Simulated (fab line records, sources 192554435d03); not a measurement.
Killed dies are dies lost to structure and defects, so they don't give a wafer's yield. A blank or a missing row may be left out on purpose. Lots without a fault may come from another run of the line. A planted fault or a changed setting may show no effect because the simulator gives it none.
fab line records | flow n5_finfet
record lots=24 wafers=72 last_day=18
route steps=1938 shown BEOL_M8@1346
lots that met no fault: from a run of the same line without faults
start_h: hours from the record's first day to the start of the lot's first wafer shown | wait_h: hours since the lot's step before | " the same as in the row above | L1.1+2: a row that stands for several wafers | - no value, or no start given | * or withheld: withheld | < > ~ a bound
route shown NAME@n: a module of which the file shows steps, and the number in the route of the first | usual: mean/standard deviation of fault-free wafers | same: alike in all rows | chamber/n: place in a boat | sites: the reading at each site | _std_site: their standard deviation | _edge_site: outer sites' mean less inner sites' | radius_mm: how far each site lies from the wafer's centre | mask NAME#n: copy n | behind: the tool/chamber that last shaped the wafer | hold: why the lot was held/for how many hours/how that ended | device: the transistor (n, p or np) that didn't switch | end of line: the same wafers' tests at the end of the route | a step without rows: its recipe alone | killed: dies lost to structure and defects at the first sort, not the wafer's yield | map: a wafer's dies, x killed, . not, _ none there
set.NAME: the setting as run; set.NAME@STEP: as run at that earlier step | model.NAME: the simulator's own value behind a step, which no gauge read
steps of the route over a sample of lots; a table a step, a row a wafer
services: from which hour (start_h, from the record's first day; less than 0 if before it) a tool's chamber was out of use, for how many hours, and why
## steps
# step N5_BEOL_M8_OVL_MEAS_12
# recipe points_per_wafer=44
# usual M8_OVL=0.3/0.79
# columns lot.wafer tool chamber start_h wait_h M8_OVL[nm]
L075.2 overlay-02 0 205.87 0.0 -0.2
L075.4 " 0 " " 0.1
L075.5 " 0 " " -1.8
L076.1 overlay-01 0 213.90 0.0 1.0
L076.4 " 0 " " 0.1
L076.5 " 0 " " 0.5
L074.2 overlay-01 0 213.99 0.0 -0.4
L074.3 " 0 " " -0.8
L074.6 " 0 " " -1.3
L077.3 overlay-02 0 222.20 0.0 0.5
L077.5 " 0 " " 0.9
L077.6 " 0 " " -0.3
L079.2 overlay-01 0 246.39 0.0 1.2
L079.3 " 0 " " -0.2
L079.6 " 0 " " 0.8
L078.1 overlay-02 0 249.47 0.0 1.0
L078.2 " 0 " " -0.1
L078.5 " 0 " " 1.0
L082.3 overlay-02 0 252.19 0.0 -1.1
L082.5 " 0 " " 0.7
L082.6 " 0 " " 0.2
L080.2 overlay-01 0 252.35 0.0 -0.5
L080.3 " 0 " " 0.8
L080.5 " 0 " " 0.3
L081.1 overlay-02 0 255.78 0.0 -0.3
L081.3 " 0 " " -0.1
L081.6 " 0 " " 0.8
L083.1 overlay-01 0 259.33 0.0 0.7
L083.2 " 0 " " 0.1
L083.6 " 0 " " 0.7
L084.1 overlay-02 0 260.00 0.0 1.5
L084.4 " 0 " " 0.0
L084.5 " 0 " " 1.1
L085.1 overlay-01 0 264.69 0.0 0.7
L085.3 " 0 " " 0.3
L085.6 " 0 " " -0.9
L086.3 overlay-02 0 282.11 0.0 -0.1
L086.4 " 0 " " -0.2
L086.5 " 0 " " 0.5
L087.2 overlay-01 0 282.51 0.0 -0.8
L087.3 " 0 " " 0.3
L087.5 " 0 " " 0.9
L088.3 overlay-01 0 290.37 0.0 1.5
L088.5 " 0 " " 0.9
L088.6 " 0 " " 1.4
L089.1 overlay-02 0 298.53 0.0 -0.6
L089.2 " 0 " " 0.5
L089.3 " 0 " " -0.2
L090.2 overlay-02 0 301.19 0.0 -0.3
L090.3 " 0 " " 1.4
L090.4 " 0 " " 1.1
L091.1 overlay-02 0 305.87 0.0 1.2
L091.2 " 0 " " 0.9
L091.4 " 0 " " 0.1
L092.1 overlay-02 0 312.19 0.0 0.2
L092.2 " 0 " " 1.5
L092.3 " 0 " " 0.8
L095.2 overlay-01 0 326.81 0.0 -1.0
L095.3 " 0 " " 1.0
L095.6 " 0 " " -0.6
L093.1 overlay-01 0 331.66 0.0 0.9
L093.3 " 0 " " 1.0
L093.5 " 0 " " 0.9
L094.1 overlay-01 0 339.09 0.0 1.0
L094.4 " 0 " " 0.3
L094.5 " 0 " " 1.0
L096.1 overlay-02 0 339.26 0.0 0.0
L096.3 " 0 " " -0.5
L096.4 " 0 " " 0.9
L097.3 overlay-02 0 347.70 0.0 -0.9
L097.5 " 0 " " 0.7
L097.6 " 0 " " -0.8
# step N5_BEOL_M8_ETCH_61
# recipe chemistry=CF4 target=SiARC target_depth_a=455 mask_material=CAR-ArF time_s=75.8 ion_energy_ev=80 pressure_mtorr=40 source_w=545 bias_w=36 Ar_flow_sccm=100 cf4_flow_sccm=100 ends=cleared
# usual bias_w=36.00/0.096 drypump_motor_current_A=5.7/0.53 etch_rf_on_time_s=75.8/1.4 oes_product_au=0.66/0.056 rf_fwd_power_W=539.7/1.8 rf_vpp_V=183.8/1.1 showerhead_plenum_p_Torr=2.12/0.053 throttle_valve_pct=15.66/0.27
# columns lot.wafer tool chamber start_h wait_h bias_w drypump_motor_current_A etch_rf_on_time_s oes_product_au rf_fwd_power_W rf_hours_counter_h rf_vpp_V showerhead_plenum_p_Torr throttle_valve_pct
L075.2 rie_diel-01 0 206.00 0.0 35.95 5.3 76.7 0.72 542.3 57 184.4 2.17 15.56
L075.4 " 2 " " 35.91 5.1 76.5 0.67 540.9 103 183.6 2.07 15.57
L075.5 " 2 " " 36.09 5.2 75.5 0.67 542.4 - 183.4 2.07 15.57
L076.1 rie_diel-04 3 214.05 0.0 35.98 5.3 75.3 0.64 541.3 179 184.1 2.06 15.84
L076.4 " 0 " " 36.02 6.8 76.5 0.60 540.2 212 182.7 2.03 16.00
L076.5 " 2 " " 36.00 6.1 72.6 0.75 541.1 - 183.6 2.08 15.34
L074.2 rie_diel-04 0 214.30 0.0 36.15 6.8 75.8 0.61 539.0 212 181.6 2.03 16.00
L074.3 " 1 " " 35.92 6.0 75.9 0.60 539.6 230 183.0 2.12 16.05
L074.6 " 0 " " 36.16 6.8 76.4 0.60 538.1 - 181.2 2.03 15.99
L077.3 rie_diel-01 2 222.29 0.0 36.09 5.1 75.9 0.66 542.4 109 184.8 2.07 15.60
L077.5 " 2 " " 36.12 5.1 76.4 0.66 544.7 - 182.6 2.07 15.58
L077.6 " 3 " " 35.86 6.2 78.2 0.68 537.4 - 184.8 2.16 15.16
L079.2 rie_diel-04 3 246.71 0.0 35.76 5.3 75.8 0.63 540.4 191 182.9 2.05 15.84
L079.3 " 0 " " 36.11 6.8 76.7 0.59 536.6 224 182.0 2.03 16.02
L079.6 " 2 " " 36.05 6.2 73.4 0.71 538.9 - 183.6 2.08 15.36
L078.1 rie_diel-02 3 249.56 0.0 36.00 5.0 74.1 0.61 538.6 207 184.6 2.13 16.14
L078.2 " 1 " " 35.81 6.6 74.1 0.60 540.4 191 183.9 2.13 15.89
L078.5 " 1 " " 35.89 6.6 74.1 0.61 541.4 - 184.1 2.13 15.92
L082.3 rie_diel-02 3 252.56 0.0 35.95 5.0 74.0 0.61 539.8 207 182.9 2.13 16.14
L082.5 " 3 " " 36.11 5.0 74.1 0.61 540.2 - 183.5 2.13 16.13
L082.6 " 2 " " 35.94 5.8 73.7 0.62 536.0 - 185.8 2.20 15.64
L080.2 rie_diel-04 0 252.76 0.0 36.06 6.8 76.5 0.60 536.9 226 181.3 2.03 16.02
L080.3 " 3 " " 35.98 5.3 75.6 0.63 537.9 192 182.8 2.05 15.86
L080.5 " 0 " " 36.04 6.8 75.9 0.60 539.9 - 183.2 2.02 16.03
L081.1 rie_diel-01 1 255.99 0.0 36.09 5.4 76.3 0.67 539.7 95 183.3 2.17 15.54
L081.3 " 2 " " 36.02 5.1 76.9 0.66 539.8 118 184.3 2.07 15.62
L081.6 " 2 " " 36.02 5.1 76.9 0.65 538.2 - 183.8 2.07 15.60
L083.1 rie_diel-01 1 259.49 0.0 35.85 5.4 75.9 0.67 543.3 96 184.2 2.17 15.53
L083.2 " 0 " " 36.01 5.3 77.6 0.69 541.0 73 184.6 2.16 15.62
L083.6 " 2 " " 36.12 5.1 76.5 0.66 540.9 - 183.6 2.06 15.60
L084.1 rie_diel-02 0 260.09 0.0 35.90 5.6 76.9 0.77 539.4 12 185.1 2.19 15.51
L084.4 " 1 " " 35.85 6.6 74.1 0.60 539.3 195 184.2 2.13 15.90
L084.5 " 3 " " 35.93 5.0 73.4 0.61 542.6 - 183.2 2.13 16.13
L085.1 rie_diel-01 0 265.17 0.0 36.02 5.3 76.6 0.70 539.6 75 182.9 2.16 15.60
L085.3 " 1 " " 36.11 5.4 76.6 0.67 540.6 98 185.3 2.17 15.55
L085.6 " 1 " " 36.11 5.5 76.5 0.66 540.2 - 183.5 2.17 15.55
L086.3 rie_diel-01 1 282.36 0.0 36.01 5.5 75.9 0.67 538.1 103 184.0 2.17 15.56
L086.4 " 3 " " 36.07 6.2 77.1 0.66 538.9 94 182.7 2.16 15.21
L086.5 " 2 " " 35.97 5.1 76.4 0.64 541.7 - 181.5 2.06 15.64
L087.2 rie_diel-01 0 282.72 0.0 36.09 5.3 77.4 0.69 540.3 81 185.7 2.16 15.61
L087.3 " 1 " " 35.85 5.4 76.6 0.66 539.9 103 183.6 2.17 15.56
L087.5 " 0 " " 35.99 5.3 76.5 0.70 542.0 - 184.8 2.16 15.61
L088.3 rie_diel-01 1 290.47 0.0 36.18 5.5 75.6 0.66 543.4 105 183.3 2.16 15.56
L088.5 " 3 " " 36.23 6.2 76.3 0.67 537.2 - 184.6 2.16 15.21
L088.6 " 2 " " 36.04 5.1 76.9 0.64 538.9 - 183.7 2.06 15.62
L089.1 rie_diel-04 0 298.62 0.0 35.98 6.8 77.4 0.58 536.7 243 181.7 2.02 16.06
L089.2 " 3 " " 35.86 5.3 76.2 0.62 542.7 210 182.0 2.05 15.90
L089.3 " 2 " " 36.05 6.1 73.8 0.71 541.3 91 183.5 2.07 15.41
L090.2 rie_diel-01 2 302.24 0.0 36.01 5.2 77.3 0.64 539.1 132 183.5 2.06 15.64
L090.3 " 1 " " 36.09 5.4 76.8 0.66 540.6 109 185.1 2.16 15.56
L090.4 " 3 " " 35.97 6.3 77.1 0.65 540.0 100 184.2 2.16 15.22
L091.1 rie_diel-02 2 305.99 0.0 36.00 5.8 73.9 0.62 538.9 222 184.2 2.19 15.70
L091.2 " 0 " " 36.11 5.6 77.2 0.74 541.6 25 183.7 2.19 15.54
L091.4 " 3 " " 35.99 5.0 73.1 0.61 538.5 226 183.8 2.12 16.17
L092.1 rie_diel-02 0 312.44 0.0 36.00 5.6 77.5 0.74 540.8 27 185.2 2.19 15.54
L092.2 " 1 " " 35.89 6.6 75.2 0.59 540.0 214 183.2 2.12 15.94
L092.3 " 2 " " 35.87 5.9 74.8 0.61 538.9 223 185.5 2.19 15.71
L095.2 rie_diel-04 1 326.91 0.0 36.04 6.0 75.8 0.80 541.4 16 183.6 2.10 15.64
L095.3 " 3 " " 36.12 5.3 75.7 0.61 540.0 223 182.1 2.04 15.92
L095.6 " 1 " " 35.86 6.0 75.9 0.80 538.5 - 183.4 2.10 15.64
L093.1 rie_diel-01 0 331.76 0.0 36.07 5.3 76.3 0.68 541.3 95 184.4 2.15 15.64
L093.3 " 3 " " 35.97 6.2 77.0 0.64 536.9 110 183.2 2.15 15.25
L093.5 " 1 " " 36.00 5.4 75.7 0.65 542.4 - 182.8 2.16 15.58
L094.1 rie_diel-01 3 339.26 0.0 36.06 6.2 75.7 0.65 537.9 113 184.6 2.15 15.24
L094.4 " 1 " " 36.00 5.4 76.1 0.65 542.3 123 185.5 2.16 15.59
L094.5 " 1 " " 35.93 5.4 75.3 0.66 540.9 - 184.5 2.16 15.58
L096.1 rie_diel-04 0 339.44 0.0 35.97 6.8 73.6 0.83 536.5 2 184.6 2.27 15.59
L096.3 " 1 " " 36.05 6.0 75.4 0.80 541.8 20 183.0 2.10 15.65
L096.4 " 2 " " 35.88 6.2 72.4 0.69 538.6 110 182.8 2.06 15.45
L097.3 rie_diel-02 0 347.79 0.0 36.09 5.6 77.3 0.71 538.1 41 184.6 2.18 15.58
L097.5 " 0 " " 36.07 5.6 77.3 0.71 536.0 - 185.0 2.18 15.57
L097.6 " 3 " " 36.01 5.0 72.9 0.59 539.0 - 183.1 2.11 16.20
# step N5_BEOL_M8_CD_MEAS_18
# recipe pitch_nm=80 target_cd_nm=40
# usual cd_nm=40.0/0.62
# columns lot.wafer tool chamber start_h wait_h cd_nm
L075.2 cd_sem-01 - 206.42 0.1 41.2
L075.4 " - " " 40.4
L075.5 " - " " 40.4
L076.1 cd_sem-03 - 214.52 0.0 40.4
L076.4 " - " " 41.1
L076.5 " - " " 40.9
L074.2 cd_sem-01 - 214.73 0.1 40.2
L074.3 " - " " 39.5
L074.6 " - " " 39.9
L077.3 cd_sem-02 - 222.72 0.1 40.6
L077.5 " - " " 40.0
L077.6 " - " " 40.4
L079.2 cd_sem-03 - 247.13 0.1 39.5
L079.3 " - " " 39.5
L079.6 " - " " 40.0
L078.1 cd_sem-02 - 249.98 0.0 39.7
L078.2 " - " " 40.1
L078.5 " - " " 39.3
L082.3 cd_sem-02 - 253.06 0.1 39.5
L082.5 " - " " 39.3
L082.6 " - " " 40.1
L080.2 cd_sem-02 - 253.23 0.1 39.3
L080.3 " - " " 39.7
L080.5 " - " " 39.0
L081.1 cd_sem-01 - 256.42 0.0 39.7
L081.3 " - " " 40.5
L081.6 " - " " 40.1
L083.1 cd_sem-02 - 259.91 0.0 40.2
L083.2 " - " " 40.2
L083.6 " - " " 40.9
L084.1 cd_sem-02 - 260.51 0.0 39.2
L084.4 " - " " 37.9
L084.5 " - " " 39.4
L085.1 cd_sem-01 - 265.59 0.0 40.7
L085.3 " - " " 39.6
L085.6 " - " " 40.2
L086.3 cd_sem-03 - 283.02 0.1 39.5
L086.4 " - " " 40.2
L086.5 " - " " 39.9
L087.2 cd_sem-03 - 283.16 0.1 40.8
L087.3 " - " " 40.5
L087.5 " - " " 40.6
L088.3 cd_sem-03 - 290.89 0.1 40.5
L088.5 " - " " 41.4
L088.6 " - " " 40.5
L089.1 cd_sem-02 - 299.22 0.0 40.4
L089.2 " - " " 40.1
L089.3 " - " " 39.5
L090.2 cd_sem-02 - 302.71 0.1 39.5
L090.3 " - " " 40.0
L090.4 " - " " 39.6
L091.1 cd_sem-03 - 306.41 0.0 39.7
L091.2 " - " " 39.6
L091.4 " - " " 39.7
L092.1 cd_sem-03 - 312.87 0.0 39.6
L092.2 " - " " 40.5
L092.3 " - " " 40.4
L095.2 cd_sem-03 - 327.46 0.1 39.3
L095.3 " - " " 39.3
L095.6 " - " " 39.5
L093.1 cd_sem-02 - 332.18 0.0 39.3
L093.3 " - " " 38.9
L093.5 " - " " 39.8
L094.1 cd_sem-02 - 339.73 0.0 39.8
L094.4 " - " " 40.7
L094.5 " - " " 40.6
L096.1 cd_sem-02 - 339.86 0.0 39.6
L096.3 " - " " 39.4
L096.4 " - " " 40.2
L097.3 cd_sem-02 - 348.21 0.1 40.4
L097.5 " - " " 41.1
L097.6 " - " " 40.3
# step N5_BEOL_M8_INSPECT_30
# recipe mode=adi inspect_instrument=brightfield
# usual raw_defect_count=407/110
# columns lot.wafer tool chamber start_h wait_h raw_defect_count
L075.2 defect_inspect-01 - 207.95 0.0 402
L075.4 " - " " 243
L075.5 " - " " 360
L074.2 defect_inspect-02 - 215.50 0.0 450
L074.3 " - " " 387
L074.6 " - " " 558
L076.1 defect_inspect-01 - 215.67 0.1 405
L076.4 " - " " 346
L076.5 " - " " 479
L077.3 defect_inspect-02 - 227.91 0.1 581
L077.5 " - " " 595
L077.6 " - " " 696
L079.2 defect_inspect-01 - 248.77 0.0 467
L079.3 " - " " 298
L079.6 " - " " 450
L078.1 defect_inspect-02 - 250.92 0.1 316
L078.2 " - " " 416
L078.5 " - " " 461
L080.2 defect_inspect-02 - 254.49 0.0 438
L080.3 " - " " 274
L080.5 " - " " 577
L082.3 defect_inspect-01 - 254.53 0.0 334
L082.5 " - " " 233
L082.6 " - " " 231
L081.1 defect_inspect-02 - 256.82 0.1 418
L081.3 " - " " 296
L081.6 " - " " 418
L083.1 defect_inspect-01 - 263.79 0.1 637
L083.2 " - " " 443
L083.6 " - " " 655
L084.1 defect_inspect-02 - 263.96 0.1 533
L084.4 " - " " 521
L084.5 " - " " 492
L085.1 defect_inspect-01 - 266.60 0.1 562
L085.3 " - " " 481
L085.6 " - " " 295
L086.3 defect_inspect-02 - 283.41 0.0 235
L086.4 " - " " 321
L086.5 " - " " 357
L087.2 defect_inspect-02 - 283.69 0.0 360
L087.3 " - " " 437
L087.5 " - " " 457
L088.3 defect_inspect-01 - 292.21 0.0 426
L088.5 " - " " 388
L088.6 " - " " 305
L089.1 defect_inspect-01 - 299.74 0.1 352
L089.2 " - " " 301
L089.3 " - " " 326
L090.2 defect_inspect-01 - 304.88 0.0 259
L090.3 " - " " 238
L090.4 " - " " 297
L091.1 defect_inspect-01 - 309.22 0.1 283
L091.2 " - " " 464
L091.4 " - " " 471
L092.1 defect_inspect-01 - 314.45 0.1 372
L092.2 " - " " 573
L092.3 " - " " 455
L095.2 defect_inspect-01 - 330.54 0.0 418
L095.3 " - " " 270
L095.6 " - " " 459
L093.1 defect_inspect-02 - 334.85 0.1 389
L093.3 " - " " 387
L093.5 " - " " 357
L094.1 defect_inspect-02 - 340.73 0.1 443
L094.4 " - " " 462
L094.5 " - " " 449
L096.1 defect_inspect-02 - 340.83 0.1 315
L096.3 " - " " 371
L096.4 " - " " 340
L097.3 defect_inspect-01 - 350.84 0.0 573
L097.5 " - " " 436
L097.6 " - " " 756
# step N5_BEOL_M8_CURE_75
# recipe temp_c=370 time_s=120 ambient=DMADMS/He material=SiCOH_lowk
# usual lamp_power_pct=52.31/0.055 wafer_temp_C_max=371.9/0.55
# columns lot.wafer tool chamber start_h wait_h lamp_power_pct wafer_temp_C_max
L075.2 uv_cure-02 2 208.66 0.1 52.28 372.1
L075.4 " 2 " " 52.39 371.4
L075.5 " 2 " " 52.25 371.1
L074.2 uv_cure-03 0 216.21 0.1 52.25 372.0
L074.3 " 0 " " 52.20 372.8
L074.6 " 0 " " 52.34 373.3
L076.1 uv_cure-03 0 216.46 0.2 52.24 373.4
L076.4 " 0 " " 52.38 372.7
L076.5 " 0 " " 52.28 371.9
L077.3 uv_cure-01 1 229.03 0.1 52.28 370.9
L077.5 " 1 " " 52.32 371.2
L077.6 " 1 " " 52.36 371.3
L079.2 uv_cure-03 2 249.48 0.1 52.24 372.0
L079.3 " 2 " " 52.33 372.2
L079.6 " 2 " " 52.26 371.7
L078.1 uv_cure-02 2 251.57 0.0 52.33 371.6
L078.2 " 2 " " 52.28 372.0
L078.5 " 2 " " 52.28 371.5
L080.2 uv_cure-03 0 255.19 0.1 52.28 371.5
L080.3 " 0 " " 52.28 372.0
L080.5 " 0 " " 52.30 372.5
L082.3 uv_cure-01 0 255.39 0.1 52.31 372.3
L082.5 " 0 " " 52.30 371.8
L082.6 " 0 " " 52.30 372.2
L081.1 uv_cure-03 0 257.48 0.0 52.25 371.9
L081.3 " 0 " " 52.35 372.0
L081.6 " 0 " " 52.25 372.1
L083.1 uv_cure-01 2 264.72 0.3 52.27 371.2
L083.2 " 2 " " 52.27 371.0
L083.6 " 2 " " 52.35 371.2
L084.1 uv_cure-02 1 264.96 0.0 52.42 372.4
L084.4 " 1 " " 52.33 372.1
L084.5 " 1 " " 52.26 372.1
L085.1 uv_cure-02 1 267.45 0.2 52.39 371.6
L085.3 " 1 " " 52.34 372.4
L085.6 " 1 " " 52.28 372.7
L086.3 uv_cure-01 2 284.27 0.2 52.46 371.6
L086.4 " 2 " " 52.28 371.5
L086.5 " 2 " " 52.37 372.2
L087.2 uv_cure-02 1 284.74 0.1 52.38 371.9
L087.3 " 1 " " 52.31 372.1
L087.5 " 1 " " 52.36 371.9
L088.3 uv_cure-03 2 292.96 0.1 52.29 371.7
L088.5 " 2 " " 52.29 371.6
L088.6 " 2 " " 52.29 372.3
L089.1 uv_cure-02 1 300.56 0.1 52.28 371.9
L089.2 " 1 " " 52.33 373.3
L089.3 " 1 " " 52.38 371.7
L090.2 uv_cure-03 1 305.72 0.1 52.39 371.0
L090.3 " 1 " " 52.24 370.7
L090.4 " 1 " " 52.28 371.1
L091.1 uv_cure-01 0 310.00 0.2 52.38 371.6
L091.2 " 0 " " 52.39 372.2
L091.4 " 0 " " 52.36 372.4
L092.1 uv_cure-01 1 316.27 1.2 52.31 371.7
L092.2 " 1 " " 52.26 371.3
L092.3 " 1 " " 52.40 371.8
L095.2 uv_cure-02 1 331.30 0.1 52.41 373.5
L095.3 " 1 " " 52.26 373.0
L095.6 " 1 " " 52.32 372.6
L093.1 uv_cure-01 1 335.95 0.0 52.25 372.4
L093.3 " 1 " " 52.30 371.8
L093.5 " 1 " " 52.36 372.3
L094.1 uv_cure-03 0 341.51 0.2 52.29 372.0
L094.4 " 0 " " 52.29 372.6
L094.5 " 0 " " 52.34 372.3
L096.1 uv_cure-02 0 341.90 0.0 52.31 371.5
L096.3 " 0 " " 52.33 371.1
L096.4 " 0 " " 52.38 371.5
L097.3 uv_cure-03 0 352.00 0.1 52.44 372.0
L097.5 " 0 " " 52.35 372.1
L097.6 " 0 " " 52.32 371.7
# step N5_BEOL_M8_INSPECT_58
# recipe inspect_instrument=darkfield mode=post_dep
# usual raw_defect_count=77/25
# columns lot.wafer tool chamber start_h wait_h raw_defect_count
L075.2 defect_inspect-02 - 210.92 0.0 86
L075.4 " - " " 61
L075.5 " - " " 74
L074.2 defect_inspect-02 - 218.42 0.0 97
L074.3 " - " " 114
L074.6 " - " " 55
L076.1 defect_inspect-01 - 218.81 0.0 58
L076.4 " - " " 54
L076.5 " - " " 116
L077.3 defect_inspect-02 - 231.16 0.0 68
L077.5 " - " " 48
L077.6 " - " " 79
L079.2 defect_inspect-01 - 252.37 0.0 77
L079.3 " - " " 72
L079.6 " - " " 113
L078.1 defect_inspect-01 - 253.82 0.0 84
L078.2 " - " " 74
L078.5 " - " " 57
L080.2 defect_inspect-02 - 257.51 0.0 72
L080.3 " - " " 119
L080.5 " - " " 29
L082.3 defect_inspect-01 - 257.78 0.0 46
L082.5 " - " " 68
L082.6 " - " " 49
L081.1 defect_inspect-02 - 261.05 0.0 73
L081.3 " - " " 75
L081.6 " - " " 76
L083.1 defect_inspect-02 - 268.64 0.0 114
L083.2 " - " " 106
L083.6 " - " " 88
L084.1 defect_inspect-01 - 268.90 0.0 108
L084.4 " - " " 94
L084.5 " - " " 71
L085.1 defect_inspect-02 - 269.53 0.0 180
L085.3 " - " " 80
L085.6 " - " " 81
L086.3 defect_inspect-02 - 288.20 0.0 54
L086.4 " - " " 77
L086.5 " - " " 53
L087.2 defect_inspect-01 - 288.49 0.0 122
L087.3 " - " " 86
L087.5 " - " " 61
L088.3 defect_inspect-02 - 296.51 0.0 119
L088.5 " - " " 106
L088.6 " - " " 150
L089.1 defect_inspect-02 - 303.88 0.0 85
L089.2 " - " " 75
L089.3 " - " " 95
L090.2 defect_inspect-01 - 309.40 0.0 40
L090.3 " - " " 72
L090.4 " - " " 68
L091.1 defect_inspect-01 - 312.43 0.0 68
L091.2 " - " " 74
L091.4 " - " " 88
L092.1 defect_inspect-02 - 318.47 0.0 69
L092.2 " - " " 93
L092.3 " - " " 74
L095.2 defect_inspect-01 - 334.44 0.0 73
L095.3 " - " " 65
L095.6 " - " " 57
L093.1 defect_inspect-01 - 338.84 0.0 102
L093.3 " - " " 68
L093.5 " - " " 43
L094.1 defect_inspect-01 - 344.73 0.0 67
L094.4 " - " " 33
L094.5 " - " " 46
L096.1 defect_inspect-01 - 345.28 0.0 50
L096.3 " - " " 67
L096.4 " - " " 47
L097.3 defect_inspect-02 - 355.98 0.0 53
L097.5 " - " " 63
L097.6 " - " " 59
## services
# columns tool chamber start_h hours kind
rie_diel-02 0 211.43 - clean
rie_diel-02 0 211.43 - consumable_replace:focus_ring
rie_diel-02 0 211.43 15.1 scheduled_down
rie_diel-02 0 211.43 15.1 vent_cycle
uv_cure-03 - 213.27 2.1 pm
uv_cure-03 - 218.92 6.0 pm
rie_diel-01 - 226.88 11.4 repair
uv_cure-02 - 263.93 0.6 repair
rie_diel-02 0 269.78 9.7 repair
rie_diel-01 - 271.78 1.1 repair
rie_diel-04 1 272.31 - clean
rie_diel-04 1 272.31 - consumable_replace:focus_ring
rie_diel-04 1 272.31 14.9 scheduled_down
rie_diel-04 1 272.31 14.9 vent_cycle
uv_cure-03 - 282.75 1.0 pm
uv_cure-02 - 296.25 4.3 repair
uv_cure-02 - 311.98 7.5 pm
rie_diel-04 0 317.81 - clean
rie_diel-04 0 317.81 - consumable_replace:focus_ring
rie_diel-04 0 317.81 - consumable_replace:showerhead
rie_diel-04 0 317.81 13.8 scheduled_down
rie_diel-04 0 317.81 13.8 vent_cycle
## key
fault none
